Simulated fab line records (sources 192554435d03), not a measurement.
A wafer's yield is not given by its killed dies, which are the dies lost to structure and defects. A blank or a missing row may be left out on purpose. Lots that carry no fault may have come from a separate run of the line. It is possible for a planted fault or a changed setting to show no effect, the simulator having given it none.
fab line records	flow n5Finfet	part 1 of 2: steps 1 to 4 of 6
record: lots: 22	wafers: 66	lastDay: 17
route steps=1938 shown GATE_CUT@490 MOL_CONTACT_COAG@535
lots that met no fault: taken from a fault-free run of the same line
startH: start of the lot's first displayed wafer, in hours after the record's first day	waitH: hours since the lot's step before	" unchanged from the row above	L1.1+2: a row that stands for several wafers	- value missing, or start not given	* or withheld: withheld	< > ~ a bound
route shown NAME@n: NAME is a module with steps in the file, n the number in the route of the first one	usual: average and standard deviation across the fault-free wafers	same: alike in all rows	chamber/n: place in a boat	sites: the reading at each site	_std_site: the standard deviation of these	_edge_site: the outer-site mean with the inner-site mean subtracted	radiusMm: how far each site lies from the wafer's centre	mask NAME#n: copy n	behind: tool/chamber where the wafer was last shaped	hold: the reason the lot was held/the length of the hold in hours/how it ended	device: which transistor (n, p or np) failed to switch	end of line: at the end of the route, the tests of the same wafers	for a step that has no rows: nothing shown but its recipe	killed: at the first sort, the dies lost to defects and structure; wafer yield is something else	map: a wafer's dies, x killed, . not, _ none there
set.NAME: setting as actually run; set.NAME@STEP: the setting as run at that earlier step	model.NAME: the simulator's own value behind a step, which no gauge read
one table for each step of the route and one row for each wafer, over a sample of lots
services: the hour from which a tool's chamber was out of use, counted from the record's first day as startH (under 0 if before that day), plus the number of hours and why
== steps ==
step: N5_GATE_CUT_DESCUM_18
recipe: chemistry: O2	timeS: 7	sourcePowerW: 50	biasPowerW: 20	pressureMtorr: 20	rfFrequencyHz: 2.712e+07	tempC: 40	resist: CAR-EUV	o2FlowSccm: 225
usual: chamberPressureMTorr: 20.002/0.018	drypumpMotorCurrentA: 5.5/0.49	oesProductAu: 0.79/0.083	rfVppV: 242.9/1.4	showerheadPlenumPTorr: 2.09/0.07	throttleValvePct: 20.47/0.2
lot.wafer	tool	chamber	startH	waitH	chamberPressureMTorr	drypumpMotorCurrentA	oesProductAu	rfHoursCounterH	rfVppV	showerheadPlenumPTorr	throttleValvePct
L074.2	rieDiel-01	3	84.54	0.1	20.011	5.4	0.72	176	241.7	1.99	20.37
L074.3	"	1	"	"	19.966	5.8	0.92	17	243.6	2.15	20.50
L074.4	"	0	"	"	20.016	4.9	0.92	29	242.1	2.13	20.43
L075.3	rieDiel-03	0	88.72	0.0	20.000	5.9	0.76	136	242.7	2.11	20.60
L075.5	"	1	"	"	20.005	6.1	0.96	-	241.3	2.05	20.23
L075.6	"	2	"	"	20.015	5.1	0.78	-	242.8	2.02	20.37
L077.2	rieDiel-01	2	102.65	0.0	19.971	5.0	0.72	208	241.9	2.06	20.80
L077.5	"	2	"	"	19.976	5.0	0.72	-	242.6	2.06	20.80
L077.6	"	1	"	"	20.035	5.8	0.90	-	243.6	2.15	20.50
L078.1	rieDiel-03	0	109.87	0.0	19.985	5.9	0.75	142	243.2	2.11	20.61
L078.3	"	2	"	"	20.003	5.0	0.78	135	240.6	2.02	20.40
L078.6	"	2	"	"	19.970	5.1	0.78	-	242.7	2.02	20.37
L079.3	rieDiel-03	3	113.63	0.0	19.960	5.4	0.72	211	245.2	2.18	20.53
L079.5	"	2	"	"	20.018	5.1	0.77	-	242.1	2.02	20.38
L079.6	"	3	"	"	19.984	5.4	0.73	-	245.0	2.18	20.55
L080.1	rieDiel-03	0	119.58	0.0	20.026	5.9	0.74	146	243.5	2.10	20.63
L080.4	"	1	"	"	19.991	6.1	0.94	21	243.3	2.05	20.23
L080.5	"	2	"	"	19.999	5.1	0.78	-	241.4	2.02	20.39
L081.2	rieDiel-03	1	127.75	0.0	19.998	6.1	0.94	24	244.0	2.05	20.22
L081.4	"	3	"	"	19.994	5.4	0.72	216	244.1	2.17	20.55
L081.6	"	2	"	"	20.008	5.1	0.77	-	241.1	2.02	20.40
L083.4	rieDiel-03	0	136.74	0.0	19.995	5.9	0.75	151	243.0	2.10	20.62
L083.5	"	0	"	"	20.018	5.9	0.74	-	244.5	2.10	20.63
L083.6	"	3	"	"	20.024	5.4	0.71	-	245.3	2.17	20.55
L084.3	rieDiel-05	1	143.65	0.0	20.005	6.1	0.85	49	245.7	2.21	20.14
L084.4	"	0	"	"	20.028	5.6	0.77	109	239.8	1.96	20.51
L084.5	"	2	"	"	19.966	6.8	0.82	-	245.6	2.20	19.98
L085.2	rieDiel-05	0	151.20	0.0	20.023	5.6	0.77	111	241.0	1.96	20.54
L085.3	"	1	"	"	19.992	6.1	0.85	51	244.3	2.21	20.13
L085.6	"	1	"	"	20.000	6.1	0.84	-	245.6	2.21	20.14
L086.1	rieDiel-01	0	157.26	0.0	19.989	4.9	0.87	53	243.3	2.12	20.47
L086.2	"	3	"	"	20.016	5.3	0.70	201	241.6	1.99	20.40
L086.4	"	1	"	"	19.984	5.8	0.86	34	244.4	2.14	20.54
L087.2	rieDiel-01	1	161.19	0.0	20.014	5.8	0.86	36	241.9	2.14	20.51
L087.3	"	0	"	"	20.025	4.9	0.87	54	242.8	2.12	20.48
L087.6	"	2	"	"	19.992	5.0	0.70	-	242.8	2.05	20.83
L088.1	rieDiel-01	0	168.14	0.1	20.009	4.9	0.87	56	243.8	2.12	20.48
L088.2	"	1	"	"	19.989	5.8	0.86	38	243.5	2.14	20.51
L088.4	"	2	"	"	19.964	5.0	0.70	230	242.3	2.05	20.83
L090.1	rieDiel-03	2	176.51	0.0	20.013	5.1	0.77	156	241.6	2.02	20.42
L090.4	"	1	"	"	20.011	6.1	0.92	39	241.7	2.04	20.26
L090.6	"	1	"	"	20.008	6.1	0.91	-	243.2	2.04	20.26
L089.1	rieDiel-01	2	176.96	0.0	20.022	5.0	0.69	233	243.3	2.05	20.83
L089.4	"	0	"	"	20.020	4.9	0.86	59	243.4	2.12	20.50
L089.6	"	0	"	"	20.017	4.9	0.87	-	243.2	2.12	20.49
L091.1	rieDiel-03	3	184.09	0.2	19.979	5.4	0.70	231	244.0	2.17	20.57
L091.3	"	1	"	"	19.982	6.1	0.90	42	241.9	2.04	20.26
L091.4	"	3	"	"	20.021	5.4	0.71	-	242.9	2.17	20.56
L092.2	rieDiel-03	3	192.89	0.5	19.967	5.4	0.70	234	242.9	2.17	20.58
L092.4	"	2	"	"	20.009	5.1	0.75	161	241.1	2.01	20.43
L092.6	"	1	"	"	20.011	6.1	0.90	-	242.5	2.04	20.26
L093.1	rieDiel-01	1	198.25	0.0	20.002	5.8	0.85	46	244.3	2.14	20.53
L093.5	"	3	"	"	19.996	5.4	0.69	-	240.8	1.98	20.40
L093.6	"	2	"	"	20.007	4.9	0.69	-	241.8	2.05	20.84
L094.2	rieDiel-03	0	202.77	0.0	19.974	5.9	0.73	167	243.0	2.10	20.65
L094.3	"	1	"	"	20.016	6.1	0.89	47	241.5	2.04	20.27
L094.5	"	1	"	"	19.962	6.1	0.89	-	243.4	2.04	20.24
L095.1	rieDiel-05	3	208.43	0.0	20.002	5.8	0.70	218	243.1	2.18	20.31
L095.2	"	0	"	"	20.016	5.6	0.75	127	239.3	1.95	20.54
L095.4	"	1	"	"	20.012	6.1	0.81	67	245.2	2.20	20.14
L096.2	rieDiel-01	1	215.46	0.0	19.963	5.8	0.85	52	244.3	2.14	20.55
L096.3	"	0	"	"	20.008	4.9	0.86	70	243.9	2.12	20.52
L096.4	"	2	"	"	19.985	5.0	0.69	-	241.3	2.04	20.85
L097.2	rieDiel-03	2	222.02	0.4	19.990	5.0	0.74	170	241.0	2.01	20.43
L097.3	"	3	"	"	19.996	5.4	0.71	243	243.6	2.17	20.58
L097.6	"	1	"	"	20.005	6.1	0.89	-	241.9	2.03	20.27
step: N5_GATE_CUT_HM_OPEN_40
recipe: chemistry: C4F6/O2	target: SiO2	maskMaterial: SiARC	targetDepthA: 1390	timeS: 85.1	ionEnergyEv: 250	pressureMtorr: 30	sourceW: 345	biasW: 185	Ar_flow_sccm: 300	C4F6_flow_sccm: 10	O2_flow_sccm: 10	ends: cleared
usual: chamberPressureMTorr: 29.996/0.027	drypumpMotorCurrentA: 5.5/0.48	etchRfOnTimeS: 94.4/2	oesProductAu: 0.71/0.075	rfVppV: 663/14	showerheadPlenumPTorr: 2.83/0.081	throttleValvePct: 20.92/0.22
lot.wafer	tool	chamber	startH	waitH	chamberPressureMTorr	drypumpMotorCurrentA	etchRfOnTimeS	oesProductAu	rfHoursCounterH	rfVppV	showerheadPlenumPTorr	throttleValvePct
L074.2	rieDiel-01	3	84.70	0.0	30.001	5.4	92.3	0.66	176	652	2.73	20.91
L074.3	"	1	"	"	30.002	5.8	89.4	0.84	17	676	2.90	20.91
L074.4	"	0	"	"	29.974	4.9	92.2	0.83	29	642	2.88	20.85
L075.3	rieDiel-03	0	88.88	0.0	30.026	5.9	97.8	0.68	136	686	2.86	21.03
L075.5	"	1	"	"	30.024	6.1	97.0	0.85	-	668	2.78	20.65
L075.6	"	2	"	"	29.981	5.1	95.0	0.70	-	659	2.76	20.89
L077.2	rieDiel-01	2	102.81	0.0	30.006	5.0	92.5	0.65	208	672	2.81	21.32
L077.5	"	2	"	"	30.005	5.0	93.8	0.64	-	672	2.81	21.34
L077.6	"	1	"	"	30.002	5.7	92.9	0.82	-	675	2.90	20.93
L078.1	rieDiel-03	0	110.04	0.0	29.984	5.9	94.0	0.68	142	686	2.85	21.04
L078.3	"	2	"	"	30.029	5.1	93.5	0.70	135	659	2.75	20.92
L078.6	"	2	"	"	29.974	5.1	96.1	0.70	-	659	2.75	20.91
L079.3	rieDiel-03	3	113.79	0.0	29.962	5.4	92.7	0.65	211	646	2.93	20.90
L079.5	"	2	"	"	30.058	5.0	91.9	0.70	-	657	2.75	20.92
L079.6	"	3	"	"	30.031	5.4	93.7	0.66	-	645	2.93	20.88
L080.1	rieDiel-03	0	119.74	0.0	29.957	5.9	95.8	0.67	146	686	2.85	21.05
L080.4	"	1	"	"	30.005	6.1	93.8	0.85	21	669	2.77	20.68
L080.5	"	2	"	"	29.982	5.1	95.8	0.70	-	657	2.75	20.91
L081.2	rieDiel-03	1	127.92	0.0	29.990	6.1	92.7	0.84	24	669	2.77	20.66
L081.4	"	3	"	"	29.968	5.4	96.2	0.65	216	644	2.93	20.89
L081.6	"	2	"	"	29.993	5.1	96.8	0.70	-	660	2.75	20.92
L083.4	rieDiel-03	0	136.90	0.0	30.037	5.9	96.1	0.67	151	685	2.85	21.05
L083.5	"	0	"	"	30.020	5.9	95.5	0.67	-	686	2.85	21.06
L083.6	"	3	"	"	29.992	5.4	95.3	0.65	-	645	2.93	20.90
L084.3	rieDiel-05	1	143.81	0.0	29.989	6.1	98.4	0.77	49	663	2.99	20.59
L084.4	"	0	"	"	29.972	5.6	97.3	0.71	109	636	2.65	20.90
L084.5	"	2	"	"	30.032	6.7	95.9	0.74	-	664	2.96	20.32
L085.2	rieDiel-05	0	151.36	0.0	30.006	5.6	91.6	0.70	111	634	2.65	20.90
L085.3	"	1	"	"	30.027	6.1	94.5	0.77	51	661	2.99	20.59
L085.6	"	1	"	"	30.000	6.1	94.3	0.77	-	662	2.99	20.58
L086.1	rieDiel-01	0	157.42	0.0	29.969	4.9	94.5	0.79	53	642	2.87	20.90
L086.2	"	3	"	"	30.020	5.4	97.2	0.63	201	651	2.72	20.95
L086.4	"	1	"	"	29.987	5.8	94.6	0.79	34	674	2.90	20.95
L087.2	rieDiel-01	1	161.35	0.0	29.938	5.8	92.4	0.79	36	677	2.90	20.95
L087.3	"	0	"	"	30.016	4.9	92.0	0.79	54	643	2.87	20.89
L087.6	"	2	"	"	30.009	5.0	95.6	0.63	-	670	2.80	21.33
L088.1	rieDiel-01	0	168.30	0.0	29.953	4.9	91.2	0.80	56	644	2.87	20.92
L088.2	"	1	"	"	29.946	5.8	92.1	0.79	38	675	2.89	20.95
L088.4	"	2	"	"	30.053	5.0	96.6	0.62	230	672	2.80	21.37
L090.1	rieDiel-03	2	176.67	0.0	29.998	5.0	93.3	0.69	156	660	2.74	20.93
L090.4	"	1	"	"	29.974	6.1	94.5	0.81	39	668	2.77	20.68
L090.6	"	1	"	"	29.986	6.1	94.2	0.81	-	670	2.77	20.69
L089.1	rieDiel-01	2	177.12	0.0	29.952	5.0	98.2	0.62	233	672	2.79	21.38
L089.4	"	0	"	"	29.944	4.9	93.5	0.79	59	643	2.87	20.90
L089.6	"	0	"	"	29.976	4.9	94.2	0.79	-	643	2.87	20.93
L091.1	rieDiel-03	3	184.25	0.0	30.010	5.4	95.3	0.62	231	646	2.92	20.91
L091.3	"	1	"	"	29.977	6.1	92.9	0.80	42	669	2.77	20.70
L091.4	"	3	"	"	29.991	5.4	95.6	0.64	-	645	2.92	20.93
L092.2	rieDiel-03	3	193.06	0.0	30.005	5.5	94.8	0.63	234	645	2.92	20.90
L092.4	"	2	"	"	30.045	5.1	95.0	0.68	161	659	2.74	20.94
L092.6	"	1	"	"	29.969	6.1	93.4	0.80	-	669	2.76	20.70
L093.1	rieDiel-01	1	198.42	0.0	30.018	5.9	93.7	0.78	46	675	2.89	20.94
L093.5	"	3	"	"	30.037	5.3	97.2	0.62	-	651	2.72	20.96
L093.6	"	2	"	"	30.022	5.0	98.1	0.61	-	673	2.79	21.36
L094.2	rieDiel-03	0	202.94	0.0	29.957	5.9	94.9	0.65	168	685	2.84	21.09
L094.3	"	1	"	"	29.991	6.1	93.3	0.79	47	668	2.76	20.71
L094.5	"	1	"	"	29.974	6.1	94.3	0.80	-	670	2.76	20.70
L095.1	rieDiel-05	3	208.59	0.0	30.001	5.8	92.3	0.64	218	681	2.93	20.66
L095.2	"	0	"	"	29.990	5.6	92.4	0.69	127	637	2.65	20.92
L095.4	"	1	"	"	29.989	6.1	96.0	0.74	67	662	2.98	20.62
L096.2	rieDiel-01	1	215.63	0.0	29.953	5.8	92.6	0.78	52	674	2.89	20.97
L096.3	"	0	"	"	29.998	4.9	91.2	0.78	70	642	2.87	20.92
L096.4	"	2	"	"	30.005	5.0	98.2	0.61	-	671	2.79	21.37
L097.2	rieDiel-03	2	222.18	0.0	29.984	5.1	91.7	0.68	170	658	2.74	20.97
L097.3	"	3	"	"	30.014	5.5	93.9	0.62	243	646	2.91	20.92
L097.6	"	1	"	"	30.020	6.1	92.2	0.79	-	668	2.76	20.69
step: N5_GATE_CUT_CMP_23
recipe: stopOn: SiO2	tOverpolishS: 23.4	postCmpClean: alkalineBrush	downForcePsi: 2.5	platenRpm: 51.8	padVelocityMS: 1.0307	targetThkNm: 16
usual: motorCurrentA: 8.7/0.88	overpolishRunS: 23.400/0.009	platenRpm: 51.80/0.036	timeToEndpointS: 17.6/2.6
lot.wafer	tool	chamber	startH	waitH	motorCurrentA	overpolishRunS	platenRpm	timeToEndpointS
L074.4	cmp-04	0	87.30	0.8	9.2	23.388	51.78	17.2
L074.3	"	2	"	"	8.3	23.385	51.77	17.1
L074.2	"	3	"	"	10.7	23.390	51.84	18.0
L075.3	cmp-03	3	92.13	0.9	8.2	23.391	51.78	18.6
L075.5	"	0	"	"	7.8	23.398	51.80	16.8
L075.6	"	1	"	"	8.4	23.410	51.87	17.4
L077.2	cmp-02	2	105.05	0.8	8.3	23.390	51.80	13.7
L077.6	"	0	"	"	9.4	23.400	51.78	11.2
L077.5	"	1	"	"	7.6	23.417	51.83	12.2
L078.1	cmp-02	3	112.47	0.8	9.4	23.408	51.80	15.7
L078.3	"	1	"	"	7.6	23.397	51.84	11.7
L078.6	"	3	"	"	9.2	23.417	51.71	16.4
L079.3	cmp-03	3	115.95	0.8	9.1	23.390	51.81	21.5
L079.5	"	3	"	"	8.6	23.395	51.77	21.3
L079.6	"	0	"	"	7.6	23.388	51.81	19.0
L080.1	cmp-04	2	121.90	0.8	8.6	23.392	51.77	19.1
L080.4	"	1	"	"	9.1	23.399	51.78	18.4
L080.5	"	3	"	"	10.2	23.390	51.83	16.3
L081.2	cmp-03	3	130.12	0.8	8.6	23.417	51.77	16.7
L081.4	"	1	"	"	8.2	23.408	51.79	15.1
L081.6	"	3	"	"	8.5	23.399	51.79	14.8
L083.4	cmp-03	1	139.72	0.8	7.9	23.394	51.77	13.6
L083.5	"	3	"	"	8.4	23.408	51.79	17.8
L083.6	"	0	"	"	8.0	23.397	51.77	14.7
L084.3	cmp-02	2	146.06	0.8	8.3	23.395	51.74	17.9
L084.4	"	3	"	"	9.7	23.395	51.80	20.1
L084.5	"	1	"	"	6.8	23.405	51.75	15.4
L085.3	cmp-04	2	153.53	0.8	8.4	23.386	51.84	19.8
L085.2	"	0	"	"	8.6	23.387	51.78	17.7
L085.6	"	3	"	"	10.2	23.397	51.73	18.3
L086.1	cmp-03	0	159.79	0.8	8.2	23.402	51.80	18.1
L086.2	"	1	"	"	8.1	23.399	51.76	17.6
L086.4	"	3	"	"	8.4	23.406	51.79	19.8
L087.3	cmp-04	2	163.64	0.8	8.1	23.391	51.82	22.6
L087.2	"	0	"	"	9.0	23.394	51.79	17.5
L087.6	"	2	"	"	8.6	23.391	51.79	17.3
L088.2	cmp-02	3	170.59	0.8	9.5	23.397	51.78	23.7
L088.4	"	0	"	"	8.5	23.389	51.78	16.6
L088.1	"	1	"	"	7.2	23.395	51.81	19.2
L090.1	cmp-03	1	178.84	0.8	7.9	23.397	51.85	19.1
L090.4	"	2	"	"	9.3	23.397	51.76	20.6
L090.6	"	1	"	"	8.0	23.385	51.78	18.7
L089.4	cmp-02	1	180.43	0.8	7.2	23.403	51.83	16.0
L089.1	"	2	"	"	8.4	23.411	51.75	20.4
L089.6	"	0	"	"	8.8	23.397	51.79	16.5
L091.3	cmp-04	3	186.42	0.8	10.4	23.397	51.79	18.6
L091.4	"	0	"	"	9.3	23.394	51.84	17.6
L091.1	"	1	"	"	9.8	23.386	51.74	19.1
L092.2	cmp-04	2	195.22	0.8	9.2	23.410	51.87	19.5
L092.4	"	0	"	"	8.7	23.401	51.86	17.9
L092.6	"	3	"	"	9.7	23.402	51.80	17.5
L093.1	cmp-04	3	200.58	0.8	10.3	23.420	51.78	17.2
L093.6	"	3	"	"	10.2	23.403	51.85	15.4
L093.5	"	0	"	"	9.0	23.393	51.78	16.6
L094.3	cmp-02	1	205.10	0.8	7.3	23.398	51.83	16.0
L094.2	"	2	"	"	8.0	23.406	51.81	19.3
L094.5	"	2	"	"	8.0	23.405	51.77	18.6
L095.1	cmp-03	2	210.75	0.8	9.2	23.392	51.80	19.5
L095.2	"	3	"	"	8.1	23.397	51.83	17.9
L095.4	"	0	"	"	7.5	23.406	51.84	19.5
L096.3	cmp-03	3	218.08	0.8	8.7	23.412	51.85	18.3
L096.2	"	1	"	"	8.0	23.387	51.80	20.1
L096.4	"	2	"	"	9.3	23.399	51.80	20.2
L097.2	cmp-04	1	224.38	0.8	9.6	23.392	51.86	15.6
L097.3	"	2	"	"	8.6	23.406	51.80	15.1
L097.6	"	0	"	"	8.7	23.409	51.79	12.2
step: N5_GATE_CUT_THK_MEAS_24
recipe: reads: SiO2_of_GATE_CUT_HM_DEP_46+SiO2_flowable_of_ILD0_FCVD_FILL_01
usual: GC_FILL_THK: 220.1/2.2
lot.wafer	tool	chamber	startH	waitH	GC_FILL_THK[nm]
L074.2	filmMetro-01	-	87.60	-	216.4
L074.3	"	-	"	"	220.8
L074.4	"	-	"	"	218.4
L075.3	filmMetro-01	-	92.31	-	223.9
L075.5	"	-	"	"	222.9
L075.6	"	-	"	"	221.2
L077.2	filmMetro-02	-	105.27	-	216.1
L077.5	"	-	"	"	220.2
L077.6	"	-	"	"	222.1
L078.1	filmMetro-01	-	112.79	0.3	219.0
L078.3	"	-	"	"	218.8
L078.6	"	-	"	"	223.5
L079.3	filmMetro-01	-	116.25	-	218.0
L079.5	"	-	"	"	215.8
L079.6	"	-	"	"	218.7
L080.1	filmMetro-02	-	122.20	-	221.3
L080.4	"	-	"	"	221.6
L080.5	"	-	"	"	223.0
L081.2	filmMetro-02	-	130.38	-	217.2
L081.4	"	-	"	"	220.9
L081.6	"	-	"	"	223.5
L083.4	filmMetro-01	-	139.94	-	220.0
L083.5	"	-	"	"	221.1
L083.6	"	-	"	"	219.6
L084.3	filmMetro-01	-	146.28	-	223.5
L084.4	"	-	"	"	227.4
L084.5	"	-	"	"	225.9
L085.2	filmMetro-02	-	153.82	-	219.6
L085.3	"	-	"	"	220.0
L085.6	"	-	"	"	221.5
L086.1	filmMetro-02	-	160.08	-	219.6
L086.2	"	-	"	"	222.4
L086.4	"	-	"	"	220.2
L087.2	filmMetro-02	-	163.90	-	219.2
L087.3	"	-	"	"	216.5
L087.6	"	-	"	"	220.6
L088.1	filmMetro-02	-	170.89	-	216.6
L088.2	"	-	"	"	218.7
L088.4	"	-	"	"	220.8
L090.1	filmMetro-02	-	179.13	-	218.9
L090.4	"	-	"	"	222.7
L090.6	"	-	"	"	220.7
L089.1	filmMetro-01	-	180.69	-	221.3
L089.4	"	-	"	"	219.7
L089.6	"	-	"	"	220.6
L091.1	filmMetro-02	-	186.71	-	219.5
L091.3	"	-	"	"	219.4
L091.4	"	-	"	"	220.8
L092.2	filmMetro-01	-	195.52	-	218.1
L092.4	"	-	"	"	218.4
L092.6	"	-	"	"	217.4
L093.1	filmMetro-01	-	200.88	-	220.6
L093.5	"	-	"	"	222.8
L093.6	"	-	"	"	221.8
L094.2	filmMetro-02	-	205.39	-	218.5
L094.3	"	-	"	"	219.1
L094.5	"	-	"	"	221.4
L095.1	filmMetro-01	-	211.05	-	217.0
L095.2	"	-	"	"	219.1
L095.4	"	-	"	"	219.8
L096.2	filmMetro-02	-	218.37	-	219.3
L096.3	"	-	"	"	219.9
L096.4	"	-	"	"	221.2
L097.2	filmMetro-02	-	224.64	-	217.4
L097.3	"	-	"	"	217.9
L097.6	"	-	"	"	219.2
